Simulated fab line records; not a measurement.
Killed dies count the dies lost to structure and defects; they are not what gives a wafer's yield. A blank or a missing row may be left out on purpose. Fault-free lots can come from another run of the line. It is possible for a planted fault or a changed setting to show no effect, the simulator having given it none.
Struck lot and sound lot, side by side || flow nandHarc || 15 steps out of a route of 1159
Sound: these wafers, L443.2, L443.5, L443.6. The struck wafers were L453.1, L453.2, L453.6. Last of all comes the cause.
At each step with rows: each side's tool, then ch and its chambers, then its first start. Under that, the readings that differ: sound wafers || struck wafers || difference of the means || sigmas: that difference in standard deviations of wafers without a fault.
alike: a reading whose means differ by less than 2 such deviations, as well as words and numbers matching on both sides. not compared: withheld readings; readings where some wafer has no value; bounds like >300 that might hide an equal value; numbers whose values overlap and for which the record gives no deviation.
The two part at a step that has a row with sigmas, a row that says differs or no value, or rows on one side only. Numbers that have no deviation but don't overlap get no sigmas and don't part them. A reading that every wafer of one side lacks parts them only if that side has two wafers or more.

first, 4 steps without rows for these wafers: NHARC_A_BLC_EBR_06; NHARC_A_BLC_EXPOSE_07 (exposes mask A BLC, target cd 100 nm); NHARC_A_BLC_PEB_08 (peb time 65 s); NHARC_A_BLC_DEVELOP_09 (develop time 35 s).
NHARC_A_BLC_CD_MEAS_10: target cd 100 nm.
  sound on cdSem-03 ch 0, day 17 15:33; struck on cdSem-03 ch 0, day 19 16:27
  alike: cdNm
NHARC_A_BLC_OVL_MEAS_11:
  sound on overlay-01, day 17 15:38; struck on overlay-02, day 19 16:32
  alike: overlayXNm, overlayYNm
NHARC_A_BLC_INSPECT_12:
  sound on defectInspect-02, day 17 15:40; struck on defectInspect-01, day 19 16:35
  alike: rawDefectCount
NHARC_A_BLC_DESCUM_15: chemistry O2, time 3 s.
  sound on rieDiel-06 ch 1,2, day 17 15:44; struck on rieDiel-06 ch 0,2, day 19 16:38
  alike: drypumpMotorCurrentA, oesProductAu, rfVppV, showerheadPlenumPTorr, throttleValvePct
  not compared: rfHoursCounterH
NHARC_A_BLC_ETCH_16: etches the open film in CF4, target depth 39 nm, time 65 s.
  sound on rieDiel-06 ch 0,1, day 17 15:51; struck on rieDiel-06 ch 0,1,2, day 19 16:44
  alike: drypumpMotorCurrentA, oesProductAu, rfVppV, showerheadPlenumPTorr, throttleValvePct
  not compared: rfHoursCounterH
NHARC_A_BLC_ETCH_17: etches the open film in N2/H2, target depth 390 nm, time 609.38 s.
  sound: rieDiel-06 ch 0,2; struck: rieDiel-06 ch 0,1,2
  alike: drypumpMotorCurrentA, oesProductAu, rfVppV, showerheadPlenumPTorr, throttleValvePct
  not compared: rfHoursCounterH
NHARC_A_BLC_ETCH_18: etches the open film in C4F8/O2/Ar, target depth 910 nm.
  sound: rieDiel-06 ch 0,1; struck: rieDiel-06 ch 0,1,2
  alike: oesProductAu, rfVppV
  not compared: rfHoursCounterH
NHARC_A_BLC_CD_MEAS_19:
  sound on cdSem-03, day 17 16:53; struck on cdSem-03, day 19 17:47
  alike: cdNm
NHARC_A_BLC_STRIP_29: strips in CF4.
  sound on rieDiel-07 ch 1,2, day 17 16:57; struck on rieDiel-11 ch 1,2,3, day 19 17:53
  no value came back on the struck wafers for any of 7 readings (biasW (W), cf4FlowSccm (sccm) and others); on the sound wafers biasW (W) reads 0 0 0
  not compared: rfHoursCounterH
NHARC_A_BLC_STRIP_21: strips in O2.
  sound on rieDiel-07 ch 0,1,2, day 17 17:05; struck on rieDiel-11 ch 0,1,2, day 19 17:59
  alike: chamberPressureMTorr, drypumpMotorCurrentA, oesProductAu, rfVppV, showerheadPlenumPTorr, throttleValvePct
  not compared: rfHoursCounterH
after that, 1 step had no rows for these wafers: NHARC_END_SORT_01.

WHERE THEY PART
Within this record, at NHARC_A_BLC_STRIP_29 only. Later steps at which nothing parts them and some readings are alike: NHARC_A_BLC_STRIP_21.

WHY: whatever the simulator had introduced
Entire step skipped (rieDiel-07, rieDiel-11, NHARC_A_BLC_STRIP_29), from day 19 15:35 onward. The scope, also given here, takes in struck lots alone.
